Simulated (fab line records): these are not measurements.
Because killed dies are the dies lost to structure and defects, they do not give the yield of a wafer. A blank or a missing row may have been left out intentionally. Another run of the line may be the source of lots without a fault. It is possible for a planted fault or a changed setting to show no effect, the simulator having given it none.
Matching of chambers | flow nand harc | NHARC_A_CHANNEL_FILL_D1_ALD_25 on ald hk-04: 4 sister chambers
The step deposits SiOx, target thk 60 nm, pulse time 10 s, ald cycles 600. 4 wafers are shown with their chamber, then 8 later ones without.

EACH WAFER AND ITS CHAMBER
wafer  | chamber | heater power w (W)
L082.3 | 3       | 490
L088.2 | 2       | 449
L088.5 | 1       | 614
L089.1 | 0       | 509

WAFERS MISSING THEIR CHAMBER
wafer  | heater power w (W)
L089.3 | 490
L089.6 | 492
L095.1 | 486
L095.3 | 526
L095.4 | 435
L097.4 | 445
L097.2 | 525
L097.5 | 448

CHAMBER TAKEN BY EACH
wafer  | from the rows above     | in truth
L089.3 | can't be placed: 3 or 0 | 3
L089.6 | can't be placed: 3 or 0 | 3
L095.1 | can't be placed: 3 or 0 | 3
L095.3 | can't be placed: 0 or 3 | 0
L095.4 | 2                       | 2
L097.4 | 2                       | 2
L097.2 | can't be placed: 0 or 3 | 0
L097.5 | 2                       | 2
3 of 8 placed correctly. Cannot be placed on the basis of these rows: 5; the candidates contain the true chamber in 5. Number placed wrongly: 0.
How it was worked out, from the rows above alone: a wafer's distance from a chamber is the root of the sum, over the readings, of the square of ((its reading less the chamber's mean) divided by the reading's scatter). The wafer belongs to the nearest chamber; if the next one is less than 2 further off, it can't be placed. Each chamber's mean is taken over the wafers shown for it. The scatter: root of mean squared gap, hidden wafer to nearest shown wafer, with one shown wafer a chamber.
